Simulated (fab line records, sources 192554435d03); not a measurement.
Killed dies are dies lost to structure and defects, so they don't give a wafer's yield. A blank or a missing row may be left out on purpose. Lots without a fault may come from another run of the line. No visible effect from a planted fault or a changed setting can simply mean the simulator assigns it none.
fab line records	flow n5_finfet	part 1 of 2: steps 1 to 28 of 39
[record] lots = 5	wafers = 15	last_day = 18
route steps=1938 shown WELL_APT@24 PMOS_HMC_CHANNEL_EPI@57
lots untouched by any fault: they come from a run of this same line in which no faults occurred
start_h: the number of hours between the record's first day and the start of the first shown wafer of the lot	wait_h: hours from the lot's prior step to this one	" unchanged from the row above	L1.1+2: one row covering several wafers at once	- no value, or no start given	* or withheld: withheld	< > ~ a bound
route shown NAME@n: names a module that has steps shown in the file, with the first one's number in the route	usual: the fault-free wafers' mean and standard deviation	same: alike in all rows	chamber/n: place in a boat	sites: readings site by site	_std_site: standard deviation of those values	_edge_site: mean of outer sites minus mean of inner sites	radius_mm: for every site, how far away it sits from the centre of the wafer	mask NAME#n: copy n	behind: tool/chamber where the wafer was last shaped	hold: why the lot went on hold/how many hours it stayed there/how the hold came to an end	device: which transistor (n, p or np) failed to switch	end of line: the tests these same wafers got at the end of their route	a step given without rows: its recipe and nothing more	killed: dies lost to structure and defects at the first sort, not the wafer's yield	map: a wafer's dies, x killed, . not, _ none there
set.NAME: the setting that was run; set.NAME@STEP: the one run at that earlier step	model.NAME: the simulator's own value behind a step, which no gauge read
certain route steps with their lots: each step a table, each wafer a row
services: when a tool's chamber went out of use (start_h, in hours from the record's first day, below 0 if earlier), for how many hours, and the reason
[[steps]]
[step N5_WELL_APT_EXPOSE_05]
[recipe] mask_id = NWELL	na = 0.8	source_shape = conventional	sigma_outer = 0.8	polarization = unpolarized	defocus_nm = 0	target_cd_nm = 200	dose_mj = 20.3
[same] na = 0.8
lot.wafer	tool	chamber	start_h	wait_h	mask
L080.2+4+6	krf_scanner-02	0	49.44	-	NWELL#0
L085.1+3+4	krf_scanner-01	0	79.40	-	NWELL#0
L089.2+3+5	krf_scanner-02	0	103.52	-	NWELL#0
L091.1+3+4	krf_scanner-01	0	115.52	-	NWELL#0
L094.1+2+4	krf_scanner-02	0	133.56	-	NWELL#0
[step N5_WELL_APT_PEB_06]
[recipe] peb_temp_c = 130	peb_time_s = 90
[usual] exhaust_pa = 45.1/0.88
lot.wafer	tool	chamber	start_h	wait_h	exhaust_pa
L080.2	litho_track-05	0	49.49	0.0	44.7
L080.4	"	0	"	"	44.7
L080.6	"	0	"	"	44.8
L085.1	litho_track-05	0	79.46	0.1	44.4
L085.3	"	0	"	"	44.9
L085.4	"	0	"	"	44.6
L089.2	litho_track-05	0	103.57	0.0	43.6
L089.3	"	0	"	"	44.4
L089.5	"	0	"	"	44.7
L091.1	litho_track-05	0	115.58	0.1	45.1
L091.3	"	0	"	"	45.3
L091.4	"	0	"	"	44.0
L094.1	litho_track-05	0	133.62	0.1	45.1
L094.2	"	0	"	"	43.9
L094.4	"	0	"	"	44.4
[step N5_WELL_APT_DEVELOP_07]
[recipe] develop_time_s = 45	rinse_liquid = surfactant_rinse	dry = air_spin	dev_temp_c = 21
[usual] developer_temp_C = 20.98/0.11	exhaust_pa = 45.0/0.86
lot.wafer	tool	chamber	start_h	wait_h	developer_temp_C	exhaust_pa
L080.2	litho_track-05	0	-	-	20.94	45.1
L080.4	"	0	"	"	21.09	45.1
L080.6	"	0	"	"	21.13	45.6
L085.1	litho_track-05	0	-	-	21.03	45.7
L085.3	"	0	"	"	20.96	45.1
L085.4	"	0	"	"	20.93	45.8
L089.2	litho_track-05	0	-	-	20.78	45.1
L089.3	"	0	"	"	20.77	46.0
L089.5	"	0	"	"	21.00	45.5
L091.1	litho_track-05	0	-	-	21.10	45.3
L091.3	"	0	"	"	20.96	44.5
L091.4	"	0	"	"	21.03	45.2
L094.1	litho_track-05	0	-	-	20.90	44.2
L094.2	"	0	"	"	20.95	43.2
L094.4	"	0	"	"	20.87	42.0
[step N5_WELL_APT_HARDBAKE_12]
[recipe] temp_c = 130	time_s = 120
[usual] exhaust_pa = 44.8/0.86
lot.wafer	tool	chamber	start_h	wait_h	exhaust_pa
L080.2	litho_track-05	0	-	-	43.6
L080.4	"	0	"	"	43.6
L080.6	"	0	"	"	43.3
L085.1	litho_track-05	0	-	-	45.1
L085.3	"	0	"	"	45.6
L085.4	"	0	"	"	45.9
L089.2	litho_track-05	0	-	-	44.1
L089.3	"	0	"	"	44.7
L089.5	"	0	"	"	45.8
L091.1	litho_track-05	0	-	-	44.0
L091.3	"	0	"	"	46.3
L091.4	"	0	"	"	45.0
L094.1	litho_track-05	0	-	-	44.8
L094.2	"	0	"	"	44.1
L094.4	"	0	"	"	45.6
[step N5_WELL_APT_CD_MEAS_08]
[recipe] target_cd_nm = 200	landing_energy_ev = 500	detector = se_inlens
[usual] cd_nm = 199.8/1.7
lot.wafer	tool	chamber	start_h	wait_h	cd_nm
L080.2	cd_sem-02	0	49.61	-	200.3
L080.4	"	0	"	"	199.8
L080.6	"	0	"	"	200.1
L085.1	cd_sem-02	0	79.57	-	200.5
L085.3	"	0	"	"	200.0
L085.4	"	0	"	"	199.4
L089.2	cd_sem-03	0	103.69	-	197.5
L089.3	"	0	"	"	197.0
L089.5	"	0	"	"	198.2
L091.1	cd_sem-01	0	115.70	-	199.0
L091.3	"	0	"	"	199.6
L091.4	"	0	"	"	200.4
L094.1	cd_sem-03	0	133.73	-	197.6
L094.2	"	0	"	"	197.7
L094.4	"	0	"	"	196.6
[step N5_WELL_APT_OVL_MEAS_09]
[recipe] points_per_wafer = 44
[usual] NWELL_OVL = 6/4.5
lot.wafer	tool	chamber	start_h	wait_h	NWELL_OVL[nm]
L080.2	overlay-01	0	49.64	0.0	11
L080.4	"	0	"	"	5
L080.6	"	0	"	"	5
L085.1	overlay-02	0	79.60	0.0	3
L085.3	"	0	"	"	6
L085.4	"	0	"	"	8
L089.2	overlay-01	0	103.71	0.0	6
L089.3	"	0	"	"	9
L089.5	"	0	"	"	9
L091.1	overlay-02	0	115.73	0.0	6
L091.3	"	0	"	"	0
L091.4	"	0	"	"	9
L094.1	overlay-02	0	133.76	0.0	8
L094.2	"	0	"	"	11
L094.4	"	0	"	"	14
[step N5_WELL_APT_INSPECT_10]
[recipe] mode = adi	inspect_instrument = macro
[usual] raw_defect_count = 2.2/1.4
lot.wafer	tool	chamber	start_h	wait_h	raw_defect_count
L080.2	defect_inspect-02	-	49.66	0.0	2
L080.4	"	-	"	"	2
L080.6	"	-	"	"	2
L085.1	defect_inspect-02	-	79.63	0.0	3
L085.3	"	-	"	"	3
L085.4	"	-	"	"	1
L089.2	defect_inspect-02	-	103.74	0.0	2
L089.3	"	-	"	"	0
L089.5	"	-	"	"	4
L091.1	defect_inspect-02	-	115.75	0.0	4
L091.3	"	-	"	"	3
L091.4	"	-	"	"	2
L094.1	defect_inspect-02	-	133.79	0.0	1
L094.2	"	-	"	"	6
L094.4	"	-	"	"	5
[step N5_WELL_APT_DESCUM_13]
[recipe] chemistry = O2	time_s = 7.9	source_power_w = 50	bias_power_w = 20	pressure_mtorr = 20	rf_frequency_hz = 2.712e+07	temp_c = 40	o2_flow_sccm = 225
[usual] drypump_motor_current_A = 5.6/0.32	oes_product_au = 0.80/0.068	rf_vpp_V = 243.3/1.2	showerhead_plenum_p_Torr = 2.10/0.062	throttle_valve_pct = 20.53/0.22
lot.wafer	tool	chamber	start_h	wait_h	drypump_motor_current_A	oes_product_au	rf_hours_counter_h	rf_vpp_V	showerhead_plenum_p_Torr	throttle_valve_pct
L080.2	rie_diel-02	3	49.69	0.0	5.1	0.79	144	244.1	2.20	20.92
L080.4	"	0	"	"	6.1	0.82	110	242.5	2.02	20.21
L080.6	"	1	"	"	5.2	0.81	-	245.2	2.12	20.47
L085.1	rie_diel-02	2	79.66	0.0	5.3	0.74	170	241.3	2.00	20.88
L085.3	"	0	"	"	6.2	0.81	120	242.0	2.02	20.23
L085.4	"	1	"	"	5.2	0.80	110	243.4	2.12	20.50
L089.2	rie_diel-01	0	103.77	0.0	5.8	0.87	46	243.8	2.13	20.46
L089.3	"	3	"	"	5.7	0.76	161	242.9	2.08	20.54
L089.5	"	0	"	"	5.8	0.86	-	242.8	2.13	20.48
L091.1	rie_diel-01	1	115.79	0.0	5.7	0.97	6	245.5	2.13	20.23
L091.3	"	2	"	"	5.6	0.82	77	242.7	2.12	20.57
L091.4	"	0	"	"	5.8	0.87	51	244.1	2.12	20.49
L094.1	rie_diel-02	1	133.82	0.0	5.2	0.79	129	243.3	2.11	20.50
L094.2	"	2	"	"	5.3	0.73	189	241.8	2.00	20.90
L094.4	"	3	"	"	5.1	0.76	165	243.1	2.19	20.96
[step N5_WELL_APT_IMPLANT_14]
[recipe] species = P	energy_kev = 160	dose_cm2 = 1.5e+13	tilt_deg = 0	rotation_deg = 0
lot.wafer	tool	chamber	start_h	wait_h
L080.2+4+6	implanter-02	0	49.82	0.1
L085.1+3+4	implanter-02	0	79.76	0.1
L089.2+3+5	implanter-01	0	103.90	0.1
L091.1+3+4	implanter-02	0	115.88	0.1
L094.1+2+4	implanter-02	0	133.92	0.1
[step N5_WELL_APT_IMPLANT_15]
[recipe] species = As	energy_kev = 25	dose_cm2 = 1.5e+13	tilt_deg = 0	rotation_deg = 0
lot.wafer	tool	chamber	start_h	wait_h
L080.2+4+6	implanter-02	0	50.00	0.1
L085.1+3+4	implanter-02	0	79.94	0.1
L089.2+3+5	implanter-01	0	104.08	0.1
L091.1+3+4	implanter-02	0	116.06	0.1
L094.1+2+4	implanter-02	0	134.10	0.1
[step N5_WELL_APT_STRIP_16]
[recipe] chemistry = SPM	time_s = 900	temp_c = 130	h2so4_h2o2_vol_ratio = 4	dry = ipa_marangoni
lot.wafer	tool	chamber	start_h	wait_h
L080.2+4+6	wet_bench-02	7,4,5	50.18	0.1
L085.1+3+4	wet_bench-04	2,6,7	80.15	0.2
L089.2+3+5	wet_bench-02	2,3,4	104.26	0.1
L091.1+3+4	wet_bench-02	1,6,3	116.27	0.2
L094.1+2+4	wet_bench-02	3,5,1	134.31	0.2
[step N5_WELL_APT_HMDS_18]
[recipe] time_s = 60	temp_c = 120
[usual] exhaust_pa = 45.1/0.87
lot.wafer	tool	chamber	start_h	wait_h	exhaust_pa
L080.2	litho_track-05	0	50.46	0.0	45.2
L080.4	"	0	"	"	45.2
L080.6	"	0	"	"	45.7
L085.1	litho_track-05	0	80.42	0.0	44.9
L085.3	"	0	"	"	44.8
L085.4	"	0	"	"	44.1
L089.2	litho_track-05	0	104.53	0.0	43.9
L089.3	"	0	"	"	45.1
L089.5	"	0	"	"	46.0
L091.1	litho_track-05	0	116.55	0.0	46.0
L091.3	"	0	"	"	46.3
L091.4	"	0	"	"	46.4
L094.1	litho_track-05	0	134.58	0.0	44.4
L094.2	"	0	"	"	45.3
L094.4	"	0	"	"	44.7
[step N5_WELL_APT_COAT_19]
[recipe] spin_rpm = 1357	resist_thk_nm = 950
[usual] exhaust_pa = 45.0/0.96
lot.wafer	tool	chamber	start_h	wait_h	exhaust_pa
L080.2	litho_track-05	0	-	-	45.8
L080.4	"	0	"	"	46.0
L080.6	"	0	"	"	44.9
L085.1	litho_track-05	0	-	-	44.9
L085.3	"	0	"	"	46.5
L085.4	"	0	"	"	45.4
L089.2	litho_track-05	0	-	-	45.2
L089.3	"	0	"	"	44.8
L089.5	"	0	"	"	43.3
L091.1	litho_track-05	0	-	-	45.1
L091.3	"	0	"	"	44.0
L091.4	"	0	"	"	44.5
L094.1	litho_track-05	0	-	-	45.9
L094.2	"	0	"	"	46.3
L094.4	"	0	"	"	45.8
[step N5_WELL_APT_EBR_21]
[recipe] solvent = PGMEA	ebr_width_mm = 1.5
[usual] exhaust_pa = 45.2/0.9
lot.wafer	tool	chamber	start_h	wait_h	exhaust_pa
L080.2	litho_track-05	0	-	-	45.6
L080.4	"	0	"	"	46.0
L080.6	"	0	"	"	45.8
L085.1	litho_track-05	0	-	-	44.8
L085.3	"	0	"	"	46.7
L085.4	"	0	"	"	45.4
L089.2	litho_track-05	0	-	-	44.7
L089.3	"	0	"	"	45.9
L089.5	"	0	"	"	46.1
L091.1	litho_track-05	0	-	-	44.6
L091.3	"	0	"	"	44.6
L091.4	"	0	"	"	45.3
L094.1	litho_track-05	0	-	-	45.2
L094.2	"	0	"	"	45.6
L094.4	"	0	"	"	46.2
[step N5_WELL_APT_SOFTBAKE_20]
[recipe] temp_c = 130	time_s = 60
[usual] exhaust_pa = 44.6/0.94
lot.wafer	tool	chamber	start_h	wait_h	exhaust_pa
L080.2	litho_track-05	0	-	-	43.0
L080.4	"	0	"	"	43.2
L080.6	"	0	"	"	45.1
L085.1	litho_track-05	0	-	-	44.8
L085.3	"	0	"	"	47.0
L085.4	"	0	"	"	45.5
L089.2	litho_track-05	0	-	-	44.7
L089.3	"	0	"	"	45.4
L089.5	"	0	"	"	45.0
L091.1	litho_track-05	0	-	-	45.3
L091.3	"	0	"	"	45.5
L091.4	"	0	"	"	44.8
L094.1	litho_track-05	0	-	-	44.8
L094.2	"	0	"	"	43.3
L094.4	"	0	"	"	45.0
[step N5_WELL_APT_EXPOSE_22]
[recipe] mask_id = PWELL	na = 0.8	source_shape = conventional	sigma_outer = 0.8	polarization = unpolarized	defocus_nm = 0	target_cd_nm = 200	dose_mj = 23.2
[same] na = 0.8
lot.wafer	tool	chamber	start_h	wait_h	mask
L080.2+4+6	krf_scanner-02	0	50.56	-	PWELL#0
L085.1+3+4	krf_scanner-01	0	80.65	-	PWELL#0
L089.2+3+5	krf_scanner-02	0	104.76	-	PWELL#0
L091.1+3+4	krf_scanner-02	0	116.65	-	PWELL#0
L094.1+2+4	krf_scanner-01	0	134.68	-	PWELL#0
[step N5_WELL_APT_PEB_23]
[recipe] peb_temp_c = 130	peb_time_s = 90
[usual] exhaust_pa = 44.9/0.88
lot.wafer	tool	chamber	start_h	wait_h	exhaust_pa
L080.2	litho_track-04	0	50.61	0.0	45.1
L080.4	"	0	"	"	46.1
L080.6	"	0	"	"	43.0
L085.1	litho_track-04	0	80.70	0.1	45.0
L085.3	"	0	"	"	43.7
L085.4	"	0	"	"	43.5
L089.2	litho_track-05	0	104.81	0.0	44.5
L089.3	"	0	"	"	44.4
L089.5	"	0	"	"	45.6
L091.1	litho_track-05	0	116.70	0.1	44.4
L091.3	"	0	"	"	44.4
L091.4	"	0	"	"	42.5
L094.1	litho_track-02	0	134.74	0.1	44.5
L094.2	"	0	"	"	44.5
L094.4	"	0	"	"	44.6
[step N5_WELL_APT_DEVELOP_24]
[recipe] develop_time_s = 45	rinse_liquid = surfactant_rinse	dry = air_spin	dev_temp_c = 21
[usual] developer_temp_C = 21.00/0.11	exhaust_pa = 44.9/0.93
lot.wafer	tool	chamber	start_h	wait_h	developer_temp_C	exhaust_pa
L080.2	litho_track-04	0	-	-	21.05	44.7
L080.4	"	0	"	"	21.12	45.0
L080.6	"	0	"	"	21.14	43.7
L085.1	litho_track-04	0	-	-	20.96	45.8
L085.3	"	0	"	"	20.95	45.9
L085.4	"	0	"	"	20.82	45.8
L089.2	litho_track-05	0	-	-	20.96	45.3
L089.3	"	0	"	"	20.92	44.1
L089.5	"	0	"	"	20.91	44.0
L091.1	litho_track-05	0	-	-	21.19	44.0
L091.3	"	0	"	"	20.92	45.2
L091.4	"	0	"	"	21.08	44.5
L094.1	litho_track-02	0	-	-	20.95	45.5
L094.2	"	0	"	"	20.97	43.2
L094.4	"	0	"	"	20.92	45.5
[step N5_WELL_APT_HARDBAKE_29]
[recipe] temp_c = 130	time_s = 120
[usual] exhaust_pa = 44.9/0.93
lot.wafer	tool	chamber	start_h	wait_h	exhaust_pa
L080.2	litho_track-04	0	-	-	46.2
L080.4	"	0	"	"	45.4
L080.6	"	0	"	"	44.8
L085.1	litho_track-04	0	-	-	44.9
L085.3	"	0	"	"	45.2
L085.4	"	0	"	"	44.5
L089.2	litho_track-05	0	-	-	44.7
L089.3	"	0	"	"	44.6
L089.5	"	0	"	"	45.4
L091.1	litho_track-05	0	-	-	43.8
L091.3	"	0	"	"	45.9
L091.4	"	0	"	"	44.7
L094.1	litho_track-02	0	-	-	44.6
L094.2	"	0	"	"	45.3
L094.4	"	0	"	"	45.7
[step N5_WELL_APT_CD_MEAS_25]
[recipe] target_cd_nm = 200	landing_energy_ev = 500	detector = se_inlens
[usual] cd_nm = 200.4/2.2
lot.wafer	tool	chamber	start_h	wait_h	cd_nm
L080.2	cd_sem-01	0	50.73	-	198.2
L080.4	"	0	"	"	198.3
L080.6	"	0	"	"	196.2
L085.1	cd_sem-03	0	80.82	-	197.9
L085.3	"	0	"	"	196.5
L085.4	"	0	"	"	200.9
L089.2	cd_sem-01	0	104.93	-	200.0
L089.3	"	0	"	"	199.1
L089.5	"	0	"	"	199.7
L091.1	cd_sem-01	0	116.82	-	198.6
L091.3	"	0	"	"	202.7
L091.4	"	0	"	"	201.2
L094.1	cd_sem-03	0	134.86	-	201.6
L094.2	"	0	"	"	202.8
L094.4	"	0	"	"	203.9
[step N5_WELL_APT_OVL_MEAS_26]
[recipe] points_per_wafer = 44
[usual] PWELL_OVL = 2/5.1
lot.wafer	tool	chamber	start_h	wait_h	PWELL_OVL[nm]
L080.2	overlay-01	0	50.76	0.0	9
L080.4	"	0	"	"	-7
L080.6	"	0	"	"	-5
L085.1	overlay-02	0	80.85	0.0	10
L085.3	"	0	"	"	5
L085.4	"	0	"	"	8
L089.2	overlay-01	0	104.96	0.0	5
L089.3	"	0	"	"	1
L089.5	"	0	"	"	6
L091.1	overlay-01	0	116.85	0.0	4
L091.3	"	0	"	"	8
L091.4	"	0	"	"	3
L094.1	overlay-01	0	134.89	0.0	-4
L094.2	"	0	"	"	-3
L094.4	"	0	"	"	0
[step N5_WELL_APT_INSPECT_27]
[recipe] mode = adi	inspect_instrument = macro
[usual] raw_defect_count = 2.0/1.4
lot.wafer	tool	chamber	start_h	wait_h	raw_defect_count
L080.2	defect_inspect-01	-	50.78	0.0	3
L080.4	"	-	"	"	2
L080.6	"	-	"	"	2
L085.1	defect_inspect-01	-	80.87	0.0	2
L085.3	"	-	"	"	3
L085.4	"	-	"	"	3
L089.2	defect_inspect-02	-	104.98	0.0	2
L089.3	"	-	"	"	2
L089.5	"	-	"	"	3
L091.1	defect_inspect-01	-	116.87	0.0	3
L091.3	"	-	"	"	1
L091.4	"	-	"	"	1
L094.1	defect_inspect-02	-	134.91	0.0	3
L094.2	"	-	"	"	0
L094.4	"	-	"	"	2
[step N5_WELL_APT_DESCUM_30]
[recipe] chemistry = O2	time_s = 7.9	source_power_w = 50	bias_power_w = 20	pressure_mtorr = 20	rf_frequency_hz = 2.712e+07	temp_c = 40	o2_flow_sccm = 225
[usual] drypump_motor_current_A = 5.5/0.33	oes_product_au = 0.79/0.061	rf_vpp_V = 243.2/1.3	showerhead_plenum_p_Torr = 2.10/0.066	throttle_valve_pct = 20.57/0.23
lot.wafer	tool	chamber	start_h	wait_h	drypump_motor_current_A	oes_product_au	rf_hours_counter_h	rf_vpp_V	showerhead_plenum_p_Torr	throttle_valve_pct
L080.2	rie_diel-06	0	51.10	0.3	5.2	0.75	157	243.8	2.20	20.86
L080.4	"	1	"	"	5.2	0.70	220	243.4	2.05	20.39
L080.6	"	0	"	"	5.2	0.74	-	243.4	2.20	20.88
L085.1	rie_diel-02	1	80.91	0.0	5.2	0.79	110	243.6	2.12	20.47
L085.3	"	2	"	"	5.3	0.73	170	243.1	2.00	20.89
L085.4	"	3	"	"	5.1	0.76	154	244.6	2.20	20.92
L089.2	rie_diel-02	1	105.10	0.1	5.2	0.79	120	243.2	2.12	20.50
L089.3	"	0	"	"	6.2	0.80	128	242.5	2.01	20.24
L089.5	"	3	"	"	5.1	0.76	-	242.9	2.20	20.91
L091.1	rie_diel-02	1	116.91	0.0	5.2	0.79	124	243.8	2.12	20.51
L091.3	"	3	"	"	5.1	0.76	160	245.1	2.19	20.96
L091.4	"	0	"	"	6.2	0.80	132	241.7	2.01	20.25
L094.1	rie_diel-06	2	134.94	0.0	5.1	0.71	182	243.9	2.15	20.38
L094.2	"	1	"	"	5.2	0.68	246	243.3	2.04	20.40
L094.4	"	3	"	"	5.9	0.77	148	242.0	2.00	20.44
[step N5_WELL_APT_IMPLANT_31]
[recipe] species = B	energy_kev = 60	dose_cm2 = 1.5e+13	tilt_deg = 0	rotation_deg = 0
lot.wafer	tool	chamber	start_h	wait_h
L080.2+4+6	implanter-02	0	51.23	0.1
L085.1+3+4	implanter-01	0	81.01	0.1
L089.2+3+5	implanter-02	0	105.23	0.1
L091.1+3+4	implanter-01	0	117.01	0.1
L094.1+2+4	implanter-01	0	135.04	0.1
[step N5_WELL_APT_IMPLANT_32]
[recipe] species = BF2	energy_kev = 50	dose_cm2 = 2e+13	tilt_deg = 0	rotation_deg = 0
lot.wafer	tool	chamber	start_h	wait_h
L080.2+4+6	implanter-02	0	51.41	0.1
L085.1+3+4	implanter-01	0	81.19	0.1
L089.2+3+5	implanter-02	0	105.41	0.1
L091.1+3+4	implanter-01	0	117.19	0.1
L094.1+2+4	implanter-01	0	135.22	0.1
[step N5_WELL_APT_STRIP_33]
[recipe] chemistry = SPM	time_s = 900	temp_c = 130	h2so4_h2o2_vol_ratio = 4	dry = ipa_marangoni
lot.wafer	tool	chamber	start_h	wait_h
L080.2+4+6	wet_bench-02	7,5,6	51.59	0.1
L085.1+3+4	wet_bench-06	3,2,4	81.39	0.2
L089.2+3+5	wet_bench-04	7,1,6	105.60	0.2
L091.1+3+4	wet_bench-04	2,0,1	117.39	0.2
L094.1+2+4	wet_bench-02	6,0,3	135.43	0.2
[step N5_WELL_APT_RTA_34]
[recipe] temp_c = 1000	time_s = 10	ambient = N2	idle_temp_c = 600	ramp_up_c_per_s = 150	ramp_down_c_per_s = 60	cool_to_c = 600
[usual] lamp_power_pct = 13.01/0.054	wafer_temp_C_max = 1003.4/1.1
lot.wafer	tool	chamber	start_h	wait_h	lamp_power_pct	wafer_temp_C_max
L080.2	rtp_anneal-02	0	52.15	0.3	12.92	1003.4
L080.4	"	0	"	"	12.99	1002.5
L080.6	"	0	"	"	12.97	1004.6
L085.1	rtp_anneal-02	0	81.67	0.0	13.03	1003.2
L085.3	"	0	"	"	12.91	1004.1
L085.4	"	0	"	"	12.98	1004.0
L089.2	rtp_anneal-02	0	105.94	0.0	12.98	1004.4
L089.3	"	0	"	"	13.04	1004.1
L089.5	"	0	"	"	12.98	1003.6
L091.1	rtp_anneal-01	0	117.67	0.0	13.00	1004.0
L091.3	"	0	"	"	12.96	1004.8
L091.4	"	0	"	"	13.01	1002.5
L094.1	rtp_anneal-01	0	135.70	0.0	13.03	1002.5
L094.2	"	0	"	"	13.01	1002.7
L094.4	"	0	"	"	13.05	1002.6
[step N5_WELL_APT_OXIDE_STRIP_42]
[recipe] chemistry = dHF	dilution = 25:1	time_s = 45	temp_c = 25	target = SiO2	target_depth_a = 120
lot.wafer	tool	chamber	start_h	wait_h
L080.2+4+6	wet_bench-04	2,7,5	52.27	0.1
L085.1+3+4	wet_bench-02	6,7,0	81.81	0.1
L089.2+3+5	wet_bench-06	7,4,6	106.07	0.1
L091.1+3+4	wet_bench-06	2,5,6	117.81	0.1
L094.1+2+4	wet_bench-02	7,0,2	135.86	0.1
